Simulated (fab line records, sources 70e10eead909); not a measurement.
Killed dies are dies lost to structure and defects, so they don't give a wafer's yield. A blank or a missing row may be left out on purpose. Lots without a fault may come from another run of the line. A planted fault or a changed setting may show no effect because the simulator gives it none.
A struck lot beside a sound one | flow nand_harc | 13 steps out of a route of 1302
Sound: wafers L256.1, L256.2, L256.4. Struck: wafers L261.2, L261.4, L261.6. The cause comes at the end.
At each step with rows: each side's tool, then ch and its chambers, then its first start. Under that, the readings that differ: sound wafers | struck wafers | difference of the means | sigmas: that difference in standard deviations of wafers without a fault.
alike: readings whose means differ by less than 2 such deviations, and words and numbers that are the same on both sides. not compared: withheld readings, readings that some wafer has no value for, bounds like >300 that may hide the same value, and numbers for which the record gives no deviation and whose values overlap.
The two part at a step that has a row with sigmas, a row that says differs or no value, or rows on one side only. Numbers that don't overlap but have no deviation are shown without sigmas and don't part them. A reading that every wafer of one side lacks parts them only if that side has two wafers or more.

NHARC_A_SOURCE_PLATE_THK_MEAS_09: measures by ellipsometry.
  sound on film_metro-01, day 12 11:04; struck on film_metro-01, day 14 11:12
  alike: thk_nm
then, 3 steps without rows for these wafers: NHARC_A_SOURCE_PLATE_PVD_04 (deposits WSi2, target thk 50 nm); NHARC_A_SOURCE_PLATE_CVD_03 (deposits poly-Si, target thk 200 nm, time 4000 s); NHARC_A_SOURCE_PLATE_ANNEAL_05 (time 1800 s).
NHARC_A_SOURCE_PLATE_THK_MEAS_06: measures by ellipsometry.
  sound on film_metro-02, day 12 23:34; struck on film_metro-01, day 15 00:02
  alike: thk_nm
NHARC_A_SOURCE_PLATE_INSPECT_08:
  sound on defect_inspect-02, day 12 23:40; struck on defect_inspect-02, day 15 00:06
  alike: raw_defect_count
then, 1 step without rows for these wafers: NHARC_A_ONON_D1_DEP_00 (target thk 1000 nm).
NHARC_A_ONON_D1_THK_MEAS_02: measures by ellipsometry.
  sound on film_metro-02, day 13 00:16; struck on film_metro-01, day 15 00:41
  alike: thk_nm
then, 1 step without rows for these wafers: NHARC_A_ONON_D1_DEP_03 (target thk 1000 nm).
NHARC_A_ONON_D1_THK_MEAS_05: measures by ellipsometry.
  sound on film_metro-02, day 13 00:49; struck on film_metro-02, day 15 01:14
  reading     | sound       | struck         | difference | sigmas
  thk_nm (nm) | 995 995 994 | 1014 1016 1016 | +21        | +2
NHARC_A_ONON_D1_DEP_06: target thk 1000 nm.
  sound on pecvd_onon-03 ch 0, day 13 00:53; struck on pecvd_onon-03 ch 0, day 15 01:22
  alike: n2o_flow_sccm
NHARC_A_ONON_D1_THK_MEAS_08: measures by ellipsometry.
  sound on film_metro-02, day 13 01:23; struck on film_metro-01, day 15 01:59
  reading     | sound       | struck         | difference | sigmas
  thk_nm (nm) | 984 986 985 | 1527 1527 1528 | +542       | +49
  not compared: hold
NHARC_END_SORT_01:
  the record has rows for the sound wafers here (prober-01 ch 0, day 29 15:30) and none for the struck ones

WHERE THEY PART
First at NHARC_A_ONON_D1_THK_MEAS_05; last, within this record, at NHARC_END_SORT_01.

WHY: what the simulator had put in
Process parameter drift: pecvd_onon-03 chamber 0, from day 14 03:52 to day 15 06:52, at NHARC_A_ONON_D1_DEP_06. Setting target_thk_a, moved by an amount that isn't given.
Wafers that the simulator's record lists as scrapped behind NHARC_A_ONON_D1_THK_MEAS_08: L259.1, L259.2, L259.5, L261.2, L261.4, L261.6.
